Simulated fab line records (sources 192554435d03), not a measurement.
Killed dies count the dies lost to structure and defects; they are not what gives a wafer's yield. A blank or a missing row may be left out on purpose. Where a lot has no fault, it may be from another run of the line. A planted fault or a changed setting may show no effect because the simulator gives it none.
Which tool is to blame? | flow n5-finfet | 10 lots, 30 wafers sampled, at 5 steps of a route of 1938

== WHAT EACH GAUGE READ, for each wafer ==
N5_BEOL_M4_RC_MEAS_101.
lot  | measured     | on        | DIBL_N (mV/V)
L392 | day 7 22:34  | prober-01 | 38.4 36.5 38.5
L394 | day 8 16:04  | prober-01 | 38.0 38.2 38.5
L399 | day 9 21:34  | prober-01 | 35.8 37.5 36.1
L400 | day 10 04:15 | prober-01 | 40.0 38.0 37.6
L405 | day 11 07:30 | prober-02 | 36.5 38.0 35.9
L406 | day 11 22:51 | prober-02 | 36.9 36.6 34.4
L407 | day 11 21:41 | prober-02 | 36.3 37.7 36.1
L408 | day 12 05:02 | prober-02 | 38.4 36.0 36.4
L409 | day 12 07:26 | prober-01 | 35.4 35.7 35.4
L412 | day 13 03:09 | prober-02 | 38.1 34.8 36.8

== TOOL THAT RAN EACH LOT (tool first, then ch and the chambers of the sampled wafers, then the start) ==
lot  | N5_BEOL_M1_STRIP_97                           | N5_BEOL_M1_DEGAS_44          | N5_BEOL_M1_SPUTTER_79        | N5_BEOL_M1_ANNEAL_82
L392 | rie-diel-05 ch 1,3, day 6 09:43 or earlier    | pvd-sputter-02, day 6 09:43  | pvd-sputter-01, day 6 10:47  | pvd-sputter-01, day 6 11:05
L394 | rie-diel-02 ch 0,1, day 6 13:25 or earlier    | pvd-sputter-01, day 6 13:25  | pvd-sputter-02, day 6 16:20  | pvd-sputter-02, day 6 16:38
L399 | rie-diel-02 ch 0,2, day 8 10:16 or earlier    | pvd-sputter-01, day 8 10:16  | pvd-sputter-02, day 8 11:03  | pvd-sputter-02, day 8 11:21
L400 | rie-diel-03 ch 0,2,3, day 8 10:21 or earlier  | pvd-sputter-01, day 8 10:21  | pvd-sputter-01, day 8 11:13  | pvd-sputter-01, day 8 11:31
L405 | rie-diel-03 ch 2,3, day 9 12:22 or earlier    | pvd-sputter-03, day 9 12:22  | pvd-sputter-02, day 9 15:04  | pvd-sputter-02, day 9 15:22
L406 | rie-diel-02 ch 0,2, day 9 20:55 or earlier    | pvd-sputter-03, day 9 20:55  | pvd-sputter-01, day 9 22:55  | pvd-sputter-01, day 9 23:13
L407 | rie-diel-02 ch 0,1, day 9 23:47 or earlier    | pvd-sputter-03, day 9 23:47  | pvd-sputter-03, day 10 00:42 | pvd-sputter-03, day 10 01:00
L408 | rie-diel-02 ch 0,1,3, day 10 16:42 or earlier | pvd-sputter-03, day 10 16:42 | pvd-sputter-01, day 10 17:49 | pvd-sputter-01, day 10 18:07
L409 | rie-diel-03 ch 0,3, day 11 00:17 or earlier   | pvd-sputter-01, day 11 00:17 | pvd-sputter-02, day 11 01:17 | pvd-sputter-02, day 11 01:35
L412 | rie-diel-02 ch 0,1,3, day 11 08:01 or earlier | pvd-sputter-03, day 11 08:01 | pvd-sputter-02, day 11 10:13 | pvd-sputter-02, day 11 10:31
- N5_BEOL_M1_STRIP_97: strips in N2/H2, time 10 s.
- N5_BEOL_M1_DEGAS_44: time 60 s.
- N5_BEOL_M1_SPUTTER_79: material Cu, target thk 4.5 nm, time 8.29 s.
- N5_BEOL_M1_ANNEAL_82: time 240 s.

== THE ANSWER, worked out from the rows above alone ==
Rule: the lots themselves supply what counts as usual. Put in order of their means at a reading, lots are off if they are a third of the lots or fewer, leave a main group of 4 or more, and stand apart from it by a gap of 3 or more times the standard deviation of the main group's means; of several such gaps the widest counts. If all means in a main group match to the digits the tables above print for the reading, that group is not used. Also off: a lot with no number at a reading for which 4 or more lots have one. All remaining lots with rows at the step are treated as sound.
No lot is off at any reading shown: from this, nothing can be told.

== WHAT HAD BEEN PUT IN BY THE SIMULATOR ==
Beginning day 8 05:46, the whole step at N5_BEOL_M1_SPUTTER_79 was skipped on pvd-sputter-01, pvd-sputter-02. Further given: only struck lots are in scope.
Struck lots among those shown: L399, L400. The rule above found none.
